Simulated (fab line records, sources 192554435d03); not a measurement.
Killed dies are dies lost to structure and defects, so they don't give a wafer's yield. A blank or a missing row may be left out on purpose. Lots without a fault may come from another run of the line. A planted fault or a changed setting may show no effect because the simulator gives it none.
Which tool did it? | flow n5_finfet | 11 lots, 33 wafers sampled, at 4 steps of a route of 1938

WHAT THE GAUGES READ, wafer by wafer
N5_BEOL_M11_INSPECT_30: inspects for defects (brightfield).
lot  | measured     | on                | raw_defect_count
L282 | day 11 14:45 | defect_inspect-01 | 435 403 365
L285 | day 11 21:18 | defect_inspect-02 | 473 485 545
L284 | day 11 21:28 | defect_inspect-02 | 472 497 475
L293 | day 14 03:37 | defect_inspect-01 | 391 541 535
L294 | day 15 13:38 | defect_inspect-01 | 343 364 393
L297 | day 15 19:56 | defect_inspect-02 | 375 451 309
L291 | day 16 00:45 | defect_inspect-01 | 283 340 436
L295 | day 16 07:34 | defect_inspect-02 | 300 285 341
L300 | day 17 10:41 | defect_inspect-02 | 469 479 451
L302 | day 17 17:39 | defect_inspect-01 | 487 319 474
L303 | day 18 03:44 | defect_inspect-02 | 374 551 432

WHICH TOOL RAN EACH LOT (tool, then ch and the chambers of the sampled wafers, then the start)
lot  | N5_BEOL_M11_HM_DEP_02        | N5_BEOL_M11_STRIP_19               | N5_BEOL_M11_COAT_22
L282 | pvd_sputter-01, day 11 10:39 | rie_diel-03 ch 0,2,3, day 11 11:38 | litho_track-02 ch 0, day 11 14:20
L285 | pvd_sputter-01, day 11 18:50 | rie_diel-03 ch 1,2,3, day 11 20:24 | litho_track-02 ch 0, day 11 21:00
L284 | pvd_sputter-03, day 11 19:16 | rie_diel-03 ch 0,3, day 11 20:32   | litho_track-05 ch 0, day 11 21:01
L293 | pvd_sputter-01, day 14 01:05 | rie_diel-02 ch 0,2,3, day 14 02:05 | litho_track-05 ch 0, day 14 03:12
L294 | pvd_sputter-02, day 15 11:29 | rie_diel-06 ch 0,2, day 15 12:21   | litho_track-01 ch 0, day 15 13:20
L297 | pvd_sputter-01, day 15 18:25 | rie_diel-03 ch 0,3, day 15 19:23   | litho_track-01 ch 0, day 15 19:31
L291 | pvd_sputter-01, day 15 21:35 | rie_diel-06 ch 2,3, day 15 22:40   | litho_track-05 ch 0, day 16 00:27
L295 | pvd_sputter-01, day 16 05:57 | rie_diel-02 ch 1,3, day 16 06:55   | litho_track-05 ch 0, day 16 07:09
L300 | pvd_sputter-03, day 17 07:43 | rie_diel-03 ch 0,3, day 17 09:14   | litho_track-05 ch 0, day 17 10:16
L302 | pvd_sputter-01, day 17 12:27 | rie_diel-03 ch 0,1,3, day 17 14:31 | litho_track-01 ch 0, day 17 17:13
L303 | pvd_sputter-02, day 17 23:35 | rie_diel-02 ch 0,2,3, day 18 00:41 | litho_track-05 ch 0, day 18 03:26
- N5_BEOL_M11_HM_DEP_02: deposits TiN, target thk 20 nm.
- N5_BEOL_M11_STRIP_19: strips in O2.
- N5_BEOL_M11_COAT_22: resist thk 90 nm.

THE ANSWER, worked out from the rows above alone
Rule: what is usual is taken from the lots themselves. Put in order of their means at a reading, lots are off if they are a third of the lots or fewer, leave a main group of 4 or more, and stand apart from it by a gap of 3 or more times the standard deviation of the main group's means; of several such gaps the widest counts. A main group whose means are all the same, to the digits that the tables above print for the reading, isn't used. A lot without any number at a reading at which 4 lots or more have one is off too. The other lots that the step has rows for count as sound.
No lot is off at any reading shown: from this, nothing can be told.

WHAT THE SIMULATOR HAD PUT IN
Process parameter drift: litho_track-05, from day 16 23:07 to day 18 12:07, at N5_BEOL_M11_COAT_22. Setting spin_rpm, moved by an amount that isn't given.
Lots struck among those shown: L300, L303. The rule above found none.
